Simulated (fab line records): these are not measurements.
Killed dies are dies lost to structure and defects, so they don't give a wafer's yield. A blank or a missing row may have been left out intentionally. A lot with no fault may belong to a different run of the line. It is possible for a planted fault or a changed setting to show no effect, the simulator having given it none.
fab line records	flow nand-harc	part 2 of 2: steps 4 to 6 of 6
record: lots: 19	wafers: 57	last-day: 24
route steps=1159 shown A_STAIRCASE@664 A_SGD_CUT@759
lots with no fault: from the same line, run without faults
start-h: the number of hours between the record's first day and the start of the first shown wafer of the lot	wait-h: hours from the lot's prior step to this one	" identical to the entry in the row above	L1.1+2: one row covering several wafers at once	- no value present, or no start provided	* or withheld: withheld	< > ~ a bound
route shown NAME@n: a module of which the file shows steps, and the number in the route of the first	usual: the fault-free wafers' mean and standard deviation	same: alike in all rows	chamber/n: place in a boat	sites: readings site by site	_std_site: their standard deviation	_edge_site: inner sites' mean taken away from outer sites' mean	radius-mm: how far each site lies from the wafer's centre	mask NAME#n: copy n	behind: the tool/chamber that last shaped the wafer	hold: reason for holding the lot/hours on hold/outcome of the hold	device: the n, p or np transistor that did not switch	end of line: tests run on the same wafers once the route is complete	a step given without rows: its recipe and nothing more	killed: at the first sort, the dies lost to defects and structure; wafer yield is something else	map: a wafer's dies, x killed, . not, _ none there
set.NAME: the run value of the setting; set.NAME@STEP: its run value at that earlier step	model.NAME: the simulator's own value behind a step, which no gauge read
a sample of lots followed through the steps of the route, with each step as a table and each wafer as a row
services: when a tool's chamber went out of use (start-h, in hours from the record's first day, below 0 if earlier), for how many hours, and the reason
== steps ==
step: NHARC_A_STAIRCASE_STRIP_475
recipe: time-s: 20	o2-flow-sccm: 500	ar-flow-sccm: 0	bias-w: 0	chemistry: O2
usual: drypump-motor-current-A: 5.6/0.4	o2-flow-sccm: 500.1/1.7	oes-product-au: 1.003/0.014	rf-vpp-V: 57.6/0.86	showerhead-plenum-p-Torr: 3.49/0.11	throttle-valve-pct: 17.036/0.0085
lot.wafer	tool	chamber	start-h	wait-h	drypump-motor-current-A	o2-flow-sccm	oes-product-au	rf-hours-counter-h	rf-vpp-V	showerhead-plenum-p-Torr	throttle-valve-pct
L075.2	rie-diel-02	2	-	-	5.3	499.9	0.999	56	57.8	3.41	17.020
L075.3	"	3	"	"	5.2	501.0	1.017	54	59.1	3.47	17.025
L075.1	"	0	"	"	5.8	501.6	1.007	58	57.8	3.39	17.027
L077.3	rie-diel-12	2	-	-	6.1	499.4	0.977	40	58.1	3.69	17.030
L077.1	"	3	"	"	5.3	498.1	0.999	37	58.7	3.59	17.035
L077.2	"	0	"	"	5.6	498.6	0.992	42	58.1	3.60	17.046
L076.3	rie-diel-12	1	-	-	5.9	500.1	1.005	42	57.3	3.40	17.052
L076.2	"	2	"	"	6.1	499.7	0.979	40	58.4	3.69	17.041
L076.6	"	1	"	"	5.9	499.0	1.007	-	57.4	3.40	17.047
L082.2	rie-diel-03	0	338.68	0.1	5.1	497.0	0.999	43	57.5	3.50	17.021
L082.6	"	0	"	"	5.1	498.5	1.009	-	56.5	3.50	17.050
L082.5	"	2	"	"	5.2	503.1	0.997	-	56.4	3.62	17.045
L080.1	rie-diel-12	2	-	-	6.1	499.8	0.980	47	56.6	3.69	17.039
L080.4	"	3	"	"	5.3	500.0	0.994	43	58.3	3.58	17.052
L080.5	"	1	"	"	5.9	496.2	1.001	-	57.5	3.39	17.025
L081.1	rie-diel-03	3	-	-	6.1	501.5	1.011	53	57.8	3.48	17.032
L081.2	"	1	"	"	4.9	497.4	1.000	47	59.1	3.58	17.021
L081.4	"	2	"	"	5.2	497.7	1.004	53	58.8	3.62	17.031
L085.3	rie-diel-02	1	-	-	6.0	500.7	0.998	10	56.5	3.29	17.034
L085.2	"	0	"	"	5.8	500.6	1.017	9	56.5	3.39	17.042
L085.6	"	2	"	"	5.4	503.4	0.988	-	58.0	3.40	17.024
L084.4	rie-diel-03	3	-	-	6.0	498.5	1.020	57	57.2	3.48	17.039
L084.3	"	0	"	"	5.1	501.8	1.026	54	56.8	3.49	17.034
L084.5	"	3	"	"	6.0	499.3	1.028	-	58.2	3.48	17.026
L086.3	rie-diel-12	3	-	-	5.3	501.5	1.013	56	55.6	3.58	17.049
L086.2	"	0	"	"	5.6	500.3	0.983	61	59.9	3.59	17.031
L086.5	"	3	"	"	5.4	499.4	1.012	-	57.3	3.58	17.041
L087.1	rie-diel-03	2	-	-	5.2	501.3	0.994	59	57.9	3.61	17.049
L087.5	"	3	"	"	6.1	502.0	1.018	-	55.8	3.47	17.030
L087.6	"	0	"	"	5.1	501.1	1.018	-	57.8	3.49	17.030
L083.4	rie-diel-02	1	-	-	6.0	498.0	0.984	13	56.3	3.29	17.034
L083.6	"	2	"	"	5.3	498.5	0.982	-	56.4	3.40	17.045
L083.5	"	3	"	"	5.2	499.5	1.021	-	57.2	3.46	17.043
L088.4	rie-diel-02	2	-	-	5.3	501.2	0.993	19	57.5	3.40	17.032
L088.1	"	3	"	"	5.2	500.0	1.034	18	57.6	3.45	17.029
L088.2	"	0	"	"	5.8	499.2	1.013	15	58.8	3.38	17.029
L089.1	rie-diel-03	2	-	-	5.2	498.2	1.002	66	57.7	3.61	17.030
L089.4	"	3	"	"	6.1	501.2	1.020	68	58.2	3.47	17.035
L089.3	"	0	"	"	5.1	499.4	1.011	67	56.6	3.48	17.029
L093.3	rie-diel-03	1	-	-	4.9	498.3	0.999	5	58.1	3.57	17.026
L093.2	"	3	"	"	6.1	499.0	1.008	4	57.8	3.47	17.045
L093.1	"	0	"	"	5.1	499.8	0.993	4	57.0	3.48	17.045
L091.4	rie-diel-02	0	-	-	5.9	503.2	1.012	26	57.1	3.38	17.041
L091.2	"	1	"	"	6.0	503.1	1.003	30	58.3	3.28	17.045
L091.5	"	3	"	"	5.2	500.9	1.028	-	57.6	3.45	17.042
L094.3	rie-diel-02	0	-	-	5.8	502.2	1.007	27	58.9	3.38	17.036
L094.2	"	1	"	"	6.0	500.0	1.009	30	57.2	3.28	17.039
L094.1	"	3	"	"	5.2	500.7	1.018	31	57.5	3.45	17.031
L095.4	rie-diel-03	2	-	-	5.2	497.7	1.019	15	57.6	3.60	17.047
L095.3	"	1	"	"	4.9	499.0	1.014	15	58.4	3.56	17.045
L095.6	"	3	"	"	6.1	499.9	1.020	-	57.1	3.46	17.034
L096.4	rie-diel-02	0	-	-	5.8	498.4	1.009	35	56.8	3.37	17.030
L096.1	"	1	"	"	6.0	499.7	1.008	38	57.3	3.28	17.042
L096.6	"	0	"	"	5.8	500.8	1.017	-	57.9	3.37	17.038
L097.4	rie-diel-02	2	-	-	5.3	502.1	1.006	40	57.1	3.38	17.039
L097.1	"	0	"	"	5.8	501.4	1.011	35	58.5	3.37	17.039
L097.5	"	2	"	"	5.4	500.4	1.000	-	56.5	3.38	17.043
step: NHARC_A_SGD_CUT_OVL_MEAS_10
usual: overlay-x-nm: -0.1/0.64	overlay-y-nm: 0.2/0.63
lot.wafer	tool	chamber	start-h	wait-h	overlay-x-nm	overlay-y-nm
L075.1	overlay-02	-	313.30	-	-0.1	-1.0
L075.2	"	-	"	"	-1.5	-1.2
L075.3	"	-	"	"	-0.2	-0.9
L077.1	overlay-01	-	325.46	-	1.0	1.4
L077.2	"	-	"	"	1.2	0.9
L077.3	"	-	"	"	1.3	1.5
L076.2	overlay-01	-	326.15	-	0.8	0.8
L076.3	"	-	"	"	0.7	0.6
L076.6	"	-	"	"	0.8	0.9
L082.2	overlay-02	-	340.28	-	-0.4	1.2
L082.5	"	-	"	"	-0.1	0.9
L082.6	"	-	"	"	-0.6	1.0
L080.1	overlay-02	-	341.60	-	-0.6	0.7
L080.4	"	-	"	"	-0.2	1.0
L080.5	"	-	"	"	-0.4	0.6
L081.1	overlay-02	-	360.45	-	-0.4	-0.4
L081.2	"	-	"	"	-0.6	-0.3
L081.4	"	-	"	"	-0.2	-0.5
L085.2	overlay-02	-	371.19	-	-1.0	0.3
L085.3	"	-	"	"	-0.1	0.4
L085.6	"	-	"	"	-0.5	0.2
L084.3	overlay-02	-	371.53	-	-0.6	0.2
L084.4	"	-	"	"	-0.5	0.6
L084.5	"	-	"	"	-0.7	0.7
L086.2	overlay-02	-	378.32	-	-0.5	-0.8
L086.3	"	-	"	"	-0.1	-0.4
L086.5	"	-	"	"	-0.4	-0.6
L087.1	overlay-02	-	379.90	-	0.9	0.0
L087.5	"	-	"	"	0.4	-0.3
L087.6	"	-	"	"	0.2	-0.1
L083.4	overlay-02	-	380.93	-	-0.3	0.0
L083.5	"	-	"	"	-0.7	0.2
L083.6	"	-	"	"	-0.9	0.1
L088.1	overlay-02	-	390.62	-	-0.3	0.4
L088.2	"	-	"	"	-0.5	0.5
L088.4	"	-	"	"	-0.3	1.1
L089.1	overlay-02	-	390.78	-	-1.3	-0.7
L089.3	"	-	"	"	-0.8	-1.1
L089.4	"	-	"	"	-0.8	-0.3
L093.1	overlay-02	-	417.31	-	-0.2	0.5
L093.2	"	-	"	"	-0.5	0.6
L093.3	"	-	"	"	-0.8	0.4
L091.2	overlay-02	-	423.15	-	-0.8	1.2
L091.4	"	-	"	"	-0.7	1.8
L091.5	"	-	"	"	-1.3	1.5
L094.1	overlay-02	-	423.59	-	0.4	-0.1
L094.2	"	-	"	"	-0.3	-0.5
L094.3	"	-	"	"	0.2	0.6
L095.3	overlay-02	-	447.09	-	0.2	-0.9
L095.4	"	-	"	"	0.0	-0.5
L095.6	"	-	"	"	0.0	-0.5
L096.1	overlay-02	-	447.30	-	0.6	0.2
L096.4	"	-	"	"	0.7	0.1
L096.6	"	-	"	"	1.0	0.4
L097.1	overlay-02	-	447.57	-	0.8	0.0
L097.4	"	-	"	"	0.5	0.9
L097.5	"	-	"	"	1.0	0.6
step: NHARC_A_SGD_CUT_STRIP_17
recipe: o2-flow-sccm: 500	ar-flow-sccm: 0	bias-w: 0	chemistry: O2
usual: drypump-motor-current-A: 5.7/0.43	o2-flow-sccm: 500.5/1.5	oes-product-au: 0.994/0.012	rf-vpp-V: 57.7/0.78	showerhead-plenum-p-Torr: 3.50/0.13	throttle-valve-pct: 17.036/0.0093
lot.wafer	tool	chamber	start-h	wait-h	drypump-motor-current-A	o2-flow-sccm	oes-product-au	rf-hours-counter-h	rf-vpp-V	showerhead-plenum-p-Torr	throttle-valve-pct
L075.3	rie-diel-04	3	-	-	5.4	500.7	0.997	1	58.0	3.33	17.037
L075.1	"	0	"	"	5.2	500.4	0.995	1	58.2	3.50	17.036
L075.2	"	1	"	"	6.4	502.8	0.996	1	59.0	3.78	17.025
L077.1	rie-diel-06	1	-	-	5.9	499.1	1.021	7	57.5	3.62	17.015
L077.3	"	2	"	"	5.8	499.6	1.001	7	57.6	3.49	17.042
L077.2	"	3	"	"	5.9	500.7	0.986	6	58.0	3.33	17.033
L076.2	rie-diel-04	1	-	-	6.4	500.6	0.989	2	59.1	3.78	17.045
L076.3	"	2	"	"	5.8	501.3	0.998	2	57.7	3.53	17.034
L076.6	"	0	"	"	5.2	499.7	1.000	-	58.1	3.49	17.048
L082.2	rie-diel-04	3	-	-	5.4	501.6	0.994	2	58.1	3.33	17.034
L082.6	"	1	"	"	6.4	498.5	0.982	-	57.9	3.78	17.046
L082.5	"	2	"	"	5.7	501.7	1.001	-	57.0	3.53	17.043
L080.4	rie-diel-09	2	-	-	6.2	498.4	0.987	8	57.0	3.46	17.050
L080.1	"	3	"	"	5.9	502.4	0.980	9	58.7	3.47	17.038
L080.5	"	1	"	"	5.5	500.5	1.011	-	57.6	3.48	17.034
L081.1	rie-diel-04	0	-	-	5.2	501.9	1.001	4	57.2	3.49	17.034
L081.2	"	1	"	"	6.4	501.4	0.969	5	58.8	3.77	17.029
L081.4	"	2	"	"	5.7	501.9	0.987	5	57.4	3.53	17.036
L084.3	rie-diel-04	1	-	-	6.4	504.3	0.981	6	57.4	3.77	17.059
L084.4	"	2	"	"	5.8	500.3	0.992	6	55.7	3.53	17.036
L084.5	"	0	"	"	5.2	500.4	1.001	-	57.7	3.49	17.042
L085.3	rie-diel-06	3	-	-	5.9	500.7	0.984	11	58.0	3.33	17.038
L085.2	"	1	"	"	5.9	500.6	1.021	11	58.1	3.62	17.039
L085.6	"	3	"	"	5.9	500.9	0.994	-	57.2	3.33	17.048
L086.3	rie-diel-09	1	-	-	5.6	503.2	1.008	12	58.6	3.48	17.021
L086.2	"	2	"	"	6.2	497.7	0.986	12	57.6	3.46	17.039
L086.5	"	0	"	"	5.8	503.3	0.990	-	58.3	3.37	17.045
L087.1	rie-diel-06	0	-	-	4.8	501.7	0.999	12	57.8	3.61	17.037
L087.6	"	3	"	"	5.9	499.9	0.981	-	57.0	3.33	17.027
L087.5	"	0	"	"	4.8	501.0	1.000	-	58.8	3.61	17.038
L083.4	rie-diel-06	2	-	-	5.8	504.8	0.997	12	57.7	3.49	17.034
L083.5	"	2	"	"	5.8	500.6	1.002	-	57.2	3.49	17.023
L083.6	"	3	"	"	5.9	498.2	0.990	-	57.9	3.33	17.043
L088.1	rie-diel-04	0	-	-	5.2	498.6	0.995	7	57.8	3.49	17.043
L088.4	"	1	"	"	6.4	499.3	0.979	7	59.6	3.77	17.033
L088.2	"	2	"	"	5.7	500.9	0.996	7	58.9	3.53	17.022
L089.4	rie-diel-06	2	-	-	5.8	499.1	0.995	13	57.6	3.49	17.047
L089.1	"	3	"	"	5.9	502.1	0.984	13	56.9	3.33	17.028
L089.3	"	0	"	"	4.8	500.4	1.001	13	58.4	3.61	17.049
L093.3	rie-diel-04	3	-	-	5.4	499.8	0.987	9	58.5	3.33	17.012
L093.1	"	0	"	"	5.1	499.5	0.979	9	57.7	3.49	17.031
L093.2	"	1	"	"	6.4	500.5	0.973	10	57.4	3.77	17.034
L091.4	rie-diel-04	1	-	-	6.5	500.4	0.989	10	57.2	3.77	17.044
L091.2	"	3	"	"	5.4	500.9	0.992	9	58.4	3.33	17.046
L091.5	"	1	"	"	6.4	500.7	0.973	-	57.3	3.77	17.032
L094.3	rie-diel-09	3	-	-	5.9	499.7	1.003	19	57.8	3.47	17.037
L094.1	"	0	"	"	5.8	499.6	0.992	18	57.2	3.37	17.041
L094.2	"	2	"	"	6.2	501.4	0.994	17	57.9	3.45	17.031
L095.4	rie-diel-06	2	-	-	5.8	499.3	1.025	2	57.1	3.49	17.030
L095.3	"	3	"	"	5.9	500.8	0.990	2	58.0	3.32	17.033
L095.6	"	1	"	"	5.9	499.5	0.982	-	58.5	3.62	17.021
L096.1	rie-diel-04	2	-	-	5.8	499.2	1.000	12	56.8	3.52	17.030
L096.4	"	0	"	"	5.2	498.9	0.995	11	57.9	3.49	17.047
L096.6	"	3	"	"	5.4	499.3	0.990	-	56.7	3.33	17.027
L097.1	rie-diel-09	3	-	-	5.9	500.1	0.994	0	57.2	3.47	17.049
L097.4	"	1	"	"	5.6	499.6	1.018	1	57.5	3.48	17.046
L097.5	"	2	"	"	6.1	501.8	0.977	-	58.3	3.45	17.024
== services ==
tool	chamber	start-h	hours	kind
rie-diel-06	-	241.20	9.0	pm
rie-diel-04	-	250.73	0.4	repair
rie-diel-09	-	254.10	9.0	pm
rie-diel-02	0	257.86	-	clean
rie-diel-02	1	257.86	-	clean
rie-diel-02	2	257.86	-	clean
rie-diel-09	-	270.44	1.1	repair
rie-diel-04	0	275.31	11.8	repair
rie-diel-02	3	287.61	5.5	repair
rie-diel-04	-	289.05	9.0	pm
rie-diel-09	-	316.99	0.6	repair
rie-diel-12	3	319.36	2.0	repair
rie-diel-02	-	327.86	9.0	pm
rie-diel-03	1	332.84	6.5	repair
rie-diel-06	0	336.10	3.1	repair
rie-diel-12	1	337.97	1.2	repair
rie-diel-12	-	379.86	9.0	pm
rie-diel-02	0	383.46	2.1	repair
rie-diel-02	-	388.79	0.9	repair
rie-diel-03	-	392.39	9.0	pm
rie-diel-09	1	405.88	2.4	repair
rie-diel-06	-	418.29	9.0	pm
rie-diel-09	-	431.10	9.0	pm
rie-diel-06	0	432.63	3.1	repair
